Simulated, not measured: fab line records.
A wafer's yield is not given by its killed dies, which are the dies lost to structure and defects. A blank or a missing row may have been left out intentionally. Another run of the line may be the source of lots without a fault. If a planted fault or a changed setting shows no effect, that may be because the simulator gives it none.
Split-lot study || flow n5 finfet || 7 lots, 21 wafers read, on a route of 1938 steps

== THE SPLIT ITSELF ==
At N5_BEOL_M5_ETCH_41 (etches SiCN in CH3F/O2, target depth 31.5 nm, time 56.7 s), the setting source w was moved away from the recipe's 395 W on 6 of the 21 wafers read, by -9.7% to +15.6%. For the rest of the wafers, this setting stayed at what the recipe calls for.

Reading taken at the split's own step.

== THE READING ==
rf vpp V, in V, at N5_BEOL_M5_ETCH_41 (etches SiCN in CH3F/O2, target depth 31.5 nm, time 56.7 s). A value of 297.3 V with a standard deviation of 1.5 V is what fault-free wafers of this fab line usually give.

{"wafer": "L076.2", "tool, chamber at the split": "rie diel-02, 3", "source w as run, W": 395, "against the recipe": "recipe", "rf vpp V, V": 297.3, "against lot-mates on the recipe": "-"}
{"wafer": "L076.4", "tool, chamber at the split": "rie diel-02, 1", "source w as run, W": 395, "against the recipe": "recipe", "rf vpp V, V": 295.8, "against lot-mates on the recipe": "-"}
{"wafer": "L076.6", "tool, chamber at the split": "rie diel-02, 0", "source w as run, W": 395, "against the recipe": "recipe", "rf vpp V, V": 294.5, "against lot-mates on the recipe": "-"}
{"wafer": "L082.1", "tool, chamber at the split": "rie diel-06, 2", "source w as run, W": 395, "against the recipe": "recipe", "rf vpp V, V": 298.4, "against lot-mates on the recipe": "-"}
{"wafer": "L082.2", "tool, chamber at the split": "rie diel-06, 0", "source w as run, W": 395, "against the recipe": "recipe", "rf vpp V, V": 297.3, "against lot-mates on the recipe": "-"}
{"wafer": "L082.4", "tool, chamber at the split": "rie diel-06, 3", "source w as run, W": 395, "against the recipe": "recipe", "rf vpp V, V": 297.2, "against lot-mates on the recipe": "-"}
{"wafer": "L085.2", "tool, chamber at the split": "rie diel-02, 2", "source w as run, W": 395, "against the recipe": "recipe", "rf vpp V, V": 298.0, "against lot-mates on the recipe": "-"}
{"wafer": "L085.3", "tool, chamber at the split": "rie diel-02, 1", "source w as run, W": 395, "against the recipe": "recipe", "rf vpp V, V": 295.6, "against lot-mates on the recipe": "-"}
{"wafer": "L085.5", "tool, chamber at the split": "rie diel-02, 2", "source w as run, W": 395, "against the recipe": "recipe", "rf vpp V, V": 298.9, "against lot-mates on the recipe": "-"}
{"wafer": "L090.1", "tool, chamber at the split": "rie diel-06, 3", "source w as run, W": 395, "against the recipe": "recipe", "rf vpp V, V": 299.1, "against lot-mates on the recipe": "-"}
{"wafer": "L090.2", "tool, chamber at the split": "rie diel-06, 2", "source w as run, W": 456.8, "against the recipe": "+15.6%", "rf vpp V, V": 284.3, "against lot-mates on the recipe": -14.8}
{"wafer": "L090.6", "tool, chamber at the split": "rie diel-06, 3", "source w as run, W": 456.8, "against the recipe": "+15.6%", "rf vpp V, V": 285.3, "against lot-mates on the recipe": -13.8}
{"wafer": "L091.1", "tool, chamber at the split": "rie diel-01, 3", "source w as run, W": 371.9, "against the recipe": "-5.8%", "rf vpp V, V": 306.0, "against lot-mates on the recipe": "+8.6"}
{"wafer": "L091.4", "tool, chamber at the split": "rie diel-01, 0", "source w as run, W": 395, "against the recipe": "recipe", "rf vpp V, V": 297.4, "against lot-mates on the recipe": "-"}
{"wafer": "L091.5", "tool, chamber at the split": "rie diel-01, 3", "source w as run, W": 371.9, "against the recipe": "-5.8%", "rf vpp V, V": 305.2, "against lot-mates on the recipe": "+7.8"}
{"wafer": "L096.3", "tool, chamber at the split": "rie diel-06, 1", "source w as run, W": 395, "against the recipe": "recipe", "rf vpp V, V": 296.2, "against lot-mates on the recipe": "-"}
{"wafer": "L096.5", "tool, chamber at the split": "rie diel-06, 3", "source w as run, W": 395, "against the recipe": "recipe", "rf vpp V, V": 296.8, "against lot-mates on the recipe": "-"}
{"wafer": "L096.6", "tool, chamber at the split": "rie diel-06, 0", "source w as run, W": 395, "against the recipe": "recipe", "rf vpp V, V": 296.0, "against lot-mates on the recipe": "-"}
{"wafer": "L095.4", "tool, chamber at the split": "rie diel-01, 3", "source w as run, W": 356.5, "against the recipe": "-9.7%", "rf vpp V, V": 307.5, "against lot-mates on the recipe": "+11.2"}
{"wafer": "L095.5", "tool, chamber at the split": "rie diel-01, 0", "source w as run, W": 356.5, "against the recipe": "-9.7%", "rf vpp V, V": 307.3, "against lot-mates on the recipe": "+11.0"}
{"wafer": "L095.6", "tool, chamber at the split": "rie diel-01, 1", "source w as run, W": 395, "against the recipe": "recipe", "rf vpp V, V": 296.3, "against lot-mates on the recipe": "-"}

THE FIT
A straight line over all 21 wafers: rf vpp V changes by -0.916 V for each +1% of source w; r = -0.96; the points scatter about the line by 1.6 V.
The same after taking each lot's own level away (the mean of its wafers on the recipe; 21 wafers): -1.02 V for each +1%; r = -0.98; scatter 1.1 V.
Per that fit: largest source w move, reading shift of 16 V.
The span of the lots' own levels, 295.87 to 299.10 V, comes to 2.2 times the standard deviation stated above.
The two slopes are in agreement: the lot-to-lot level therefore moves the slope only a little.
Check: with one of the wafers moved furthest among these (+15.6%) left out of the fit, the line predicts -15.8 V for it against its lot-mates. It came out at -14.8 V against them.
Tool readings at the split's step, against how far the setting was moved: rf vpp V r = -0.96.

== OTHER SPLITS APPLIED TO THESE WAFERS ==
Note: prior to the reading, these wafers also went through further splits. Each is held against what the fit with the lots' levels taken away leaves over:
{"other split on the same wafers": "N5_BEOL_M5_EXPOSE_08 dose mj", "wafers away from the commonest value": 6, "r with rf vpp V (lot level and that fit taken away)": -0.01}
{"other split on the same wafers": "N5_BEOL_M5_TRENCH_ETCH_37 source w", "wafers away from the commonest value": 10, "r with rf vpp V (lot level and that fit taken away)": -0.32}

== THE FILE'S OWN FIT ==
rf vpp V changes by -1.02 V for each +1% of source w, r = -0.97.
